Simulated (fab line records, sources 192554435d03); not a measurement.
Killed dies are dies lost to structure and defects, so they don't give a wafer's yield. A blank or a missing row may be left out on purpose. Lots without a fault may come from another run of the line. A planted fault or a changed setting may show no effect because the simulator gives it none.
A struck lot beside a sound one | flow n5_finfet | 16 steps out of a route of 1938
Sound: wafers L250.2, L250.4, L250.5. Struck: wafer L255.6. (L255.3 of the same lot was not struck and is left out.) The cause comes at the end.
At each step with rows: each side's tool, then ch and its chambers, then its first start. Under that, the readings that differ: sound wafers | struck wafers | difference of the means | sigmas: that difference in standard deviations of wafers without a fault.
alike: readings whose means differ by less than 2 such deviations, and words and numbers that are the same on both sides. not compared: withheld readings, readings that some wafer has no value for, bounds like >300 that may hide the same value, and numbers for which the record gives no deviation and whose values overlap.
The two part at a step that has a row with sigmas, a row that says differs or no value, or rows on one side only. Numbers that don't overlap but have no deviation are shown without sigmas and don't part them. A reading that every wafer of one side lacks parts them only if that side has two wafers or more.

first, 7 steps without rows for these wafers: N5_MOL_CONTACT_COAG_COAT_77 (time 60 s, resist thk 10 nm); N5_MOL_CONTACT_COAG_COAT_78 (resist thk 40 nm); N5_MOL_CONTACT_COAG_EBR_80; N5_MOL_CONTACT_COAG_SOFTBAKE_79 (time 60 s); N5_MOL_CONTACT_COAG_EXPOSE_81 (exposes mask VG, defocus 0 nm); N5_MOL_CONTACT_COAG_PEB_82 (peb time 60 s); N5_MOL_CONTACT_COAG_DEVELOP_83 (develop time 30 s).
N5_MOL_CONTACT_COAG_CD_MEAS_84: target cd 25.1 nm.
  sound on cd_sem-02 ch 0, day 6 12:34; struck on cd_sem-01 ch 0, day 7 18:55
  alike: cd_nm
N5_MOL_CONTACT_COAG_OVL_MEAS_85:
  sound on overlay-01 ch 0, day 6 12:36; struck on overlay-02 ch 0, day 7 18:58
  alike: VG_OVL
N5_MOL_CONTACT_COAG_INSPECT_57: inspects for defects (brightfield).
  sound on defect_inspect-02, day 6 12:39; struck on defect_inspect-02, day 7 19:01
  alike: raw_defect_count
N5_MOL_CONTACT_COAG_DESCUM_88: chemistry O2, time 7 s.
  sound on rie_diel-02 ch 0,3, day 6 12:41; struck on rie_diel-05 ch 2, day 7 19:05
  reading    | sound             | struck | difference | sigmas
  temp_c (C) | 40.02 39.98 39.88 | 40.17  | +0.21      | +2
  alike: drypump_motor_current_A, oes_product_au, rf_vpp_V, showerhead_plenum_p_Torr, throttle_valve_pct
  not compared: rf_hours_counter_h
N5_MOL_CONTACT_COAG_ETCH_89: etches underlayer in N2/H2, target depth 13 nm, time 10.4 s.
  sound on rie_diel-02 ch 0,3, day 6 12:43; struck on rie_diel-05 ch 2, day 7 19:07
  alike: drypump_motor_current_A, etch_rf_on_time_s, h2_flow_sccm, oes_product_au, rf_vpp_V, showerhead_plenum_p_Torr, throttle_valve_pct
  not compared: rf_hours_counter_h
N5_MOL_CONTACT_COAG_ETCH_90: etches SiARC in CF4, target depth 13 nm, time 21.7 s.
  sound on rie_diel-02 ch 0,3, day 6 12:44; struck on rie_diel-05 ch 2, day 7 19:08
  reading               | sound          | struck | difference | sigmas
  etch_rf_on_time_s (s) | 21.7 21.4 21.5 | 15.5   | -6.0       | -10
  alike: drypump_motor_current_A, oes_product_au, rf_vpp_V, showerhead_plenum_p_Torr, throttle_valve_pct
  not compared: rf_hours_counter_h
N5_MOL_CONTACT_COAG_ALD_131: deposits SiO2, target thk 5 nm, pulse time 1 s, co reactant pulse time 1 s.
  sound on ald_sin-03 ch 0,1,2, day 6 12:49; struck on ald_sin-03 ch 3, day 7 19:13
  alike: chamber_pressure_Torr, heater_power_w, precursor_pulse_height_rel, susceptor_temp_C
  not compared: since_wet_clean_h
-- the record jumps here: 4 days lie between the struck wafers' starts before and after (it left off in module MOL_CONTACT_COAG and takes up again in module BEOL_M4, whose first step shown is number 1111 of the route) --
N5_BEOL_M4_RC_MEAS_101:
  sound on prober-01 ch 0, day 9 08:39; struck on prober-01 ch 0, day 11 15:54
  alike: DIBL_N, DIBL_P, IOFF_N, IOFF_P, ION_N, ION_P, SS_N, SS_P, VT_N, VT_P
-- the record jumps here: 4 days lie between the struck wafers' starts before and after (it left off in module BEOL_M4 and takes up again in module PASSIVATION, whose first step shown is number 1936 of the route) --
N5_PASSIVATION_PROBE_49:
  sound on prober-01, day 15 00:41; struck on prober-02, day 15 23:23
  reading         | sound | struck | difference | sigmas
  killed_at_other | 0 2 3 | 8      | +6         | +2
  alike: defect_limited_yield, killed_at_M0_to_M3, killed_at_M4_up, killed_at_contacts, killed_at_front_end, killed_dies, killed_open, killed_short, sort_bin_5_function, sort_bin_6_memory, sort_n_pass, sort_yield_pct

WHERE THEY PART
First at N5_MOL_CONTACT_COAG_DESCUM_88; last, within this record, at N5_PASSIVATION_PROBE_49.

WHY: what the simulator had put in
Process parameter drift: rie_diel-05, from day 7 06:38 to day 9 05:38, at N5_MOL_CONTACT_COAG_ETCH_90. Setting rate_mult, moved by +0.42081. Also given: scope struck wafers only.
